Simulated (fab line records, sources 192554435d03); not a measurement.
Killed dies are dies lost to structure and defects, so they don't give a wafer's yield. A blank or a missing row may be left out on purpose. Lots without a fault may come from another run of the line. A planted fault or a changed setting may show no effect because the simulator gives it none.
Split-lot experiment | flow n5_finfet | 7 lots, 39 wafers read, on a route of 1938 steps

THE SPLIT
At N5_ILD0_PRECLEAN_10 (cleans in NF3:NH3, afs cycles 5, time 20 s, sublimation time 60 s), the setting time_s was moved away from the recipe's 20 s on 15 of the 39 wafers read, by +16.3% to +59.6%. The other wafers ran this setting at the recipe's value.

The reading is taken at the split's own step.

THE READING
SiO2_flowable_of_ILD0_FCVD_FILL_01.thk_nm (the simulator's own value, which no gauge read), in nm, at N5_ILD0_PRECLEAN_10 (cleans in NF3:NH3, afs cycles 5, time 20 s, sublimation time 60 s). The file gives no usual value for it. The 24 wafers here that ran the recipe average 119.9 nm, standard deviation 0.98 nm.

wafer  | tool, chamber at the split | time_s as run, s | against the recipe | SiO2_flowable_of_ILD0_FCVD_FILL_01.thk_nm, nm | against lot-mates on the recipe
L074.1 | remote_plasma-01, 0        | 27.79            | +38.9%             | 114                                           | -5.1
L074.2 | remote_plasma-01, 0        | 27.79            | +38.9%             | 113                                           | -6.1
L074.3 | remote_plasma-01, 0        | 20               | recipe             | 118.6                                         | -
L074.4 | remote_plasma-01, 0        | 27.79            | +38.9%             | 115                                           | -4.1
L074.5 | remote_plasma-01, 0        | 20               | recipe             | 120.6                                         | -
L074.6 | remote_plasma-01, 0        | 20               | recipe             | 118                                           | -
L080.1 | remote_plasma-01, 1        | 20               | recipe             | 120.4                                         | -
L080.2 | remote_plasma-01, 1        | 20               | recipe             | 120.8                                         | -
L080.3 | remote_plasma-01, 1        | 20               | recipe             | 119.8                                         | -
L080.4 | remote_plasma-01, 1        | 20               | recipe             | 120.6                                         | -
L080.5 | remote_plasma-01, 1        | 20               | recipe             | 120                                           | -
L080.6 | remote_plasma-01, 1        | 20               | recipe             | 122.2                                         | -
L086.2 | remote_plasma-02, 0        | 20               | recipe             | 119.6                                         | -
L086.4 | remote_plasma-02, 0        | 20               | recipe             | 118.8                                         | -
L086.6 | remote_plasma-02, 0        | 20               | recipe             | 119.2                                         | -
L087.1 | remote_plasma-01, 0        | 20               | recipe             | 118.8                                         | -
L087.6 | remote_plasma-01, 0        | 20               | recipe             | 118.8                                         | -
L087.2 | remote_plasma-01, 0        | 29.87            | +49.4%             | 112.4                                         | -6.6
L087.3 | remote_plasma-01, 0        | 20               | recipe             | 119.4                                         | -
L087.4 | remote_plasma-01, 0        | 29.87            | +49.4%             | 114.2                                         | -4.8
L087.5 | remote_plasma-01, 0        | 29.87            | +49.4%             | 113.6                                         | -5.4
L089.1 | remote_plasma-02, 1        | 20               | recipe             | 119                                           | -
L089.2 | remote_plasma-02, 1        | 30.93            | +54.6%             | 110.6                                         | -9.6
L089.4 | remote_plasma-02, 1        | 30.93            | +54.6%             | 110.6                                         | -9.6
L089.5 | remote_plasma-02, 1        | 30.93            | +54.6%             | 110.6                                         | -9.6
L089.3 | remote_plasma-02, 1        | 20               | recipe             | 120.6                                         | -
L089.6 | remote_plasma-02, 1        | 20               | recipe             | 121                                           | -
L091.1 | remote_plasma-02, 0        | 20               | recipe             | 119.8                                         | -
L091.2 | remote_plasma-02, 0        | 20               | recipe             | 120.6                                         | -
L091.3 | remote_plasma-02, 0        | 31.92            | +59.6%             | 110.8                                         | -9.2
L091.4 | remote_plasma-02, 0        | 31.92            | +59.6%             | 111.2                                         | -8.8
L091.5 | remote_plasma-02, 0        | 31.92            | +59.6%             | 111.4                                         | -8.6
L091.6 | remote_plasma-02, 0        | 20               | recipe             | 119.6                                         | -
L096.1 | remote_plasma-02, 1        | 20               | recipe             | 120.6                                         | -
L096.2 | remote_plasma-02, 1        | 20               | recipe             | 119.6                                         | -
L096.3 | remote_plasma-02, 1        | 23.25            | +16.3%             | 116                                           | -4.5
L096.4 | remote_plasma-02, 1        | 20               | recipe             | 121.4                                         | -
L096.5 | remote_plasma-02, 1        | 23.25            | +16.3%             | 117.4                                         | -3.1
L096.6 | remote_plasma-02, 1        | 23.25            | +16.3%             | 117.8                                         | -2.7

THE FIT
A straight line over all 39 wafers: SiO2_flowable_of_ILD0_FCVD_FILL_01.thk_nm changes by -0.151 nm for each +1% of time_s; r = -0.97; the points scatter about the line by 0.98 nm.
The same after taking each lot's own level away (the mean of its wafers on the recipe; 39 wafers): -0.146 nm for each +1%; r = -0.96; scatter 1 nm.
On that fit, the largest move of time_s shifts the reading by 8.7 nm.
The lots' own levels span 119.00 to 120.63 nm, that is 1.7 times the standard deviation above.
So the lot-to-lot level changes the slope little: the two slopes agree.
Check: with one of the wafers moved furthest among these (+59.6%) left out of the fit, the line predicts -8.71 nm for it against its lot-mates. It came out at -9.2 nm against them.

OTHER SPLITS ON THESE WAFERS
These wafers also went through other splits before the reading. Each is held against what the fit with the lots' levels taken away leaves over:
other split on the same wafers | wafers away from the commonest value | r with SiO2_flowable_of_ILD0_FCVD_FILL_01.thk_nm (lot level and that fit taken away)
N5_SD_EPI_N_DESCUM_14 time_s   | 12                                   | +0.34

THE FILE'S OWN FIT
SiO2_flowable_of_ILD0_FCVD_FILL_01.thk_nm changes by -0.147 nm for each +1% of time_s, r = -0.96.
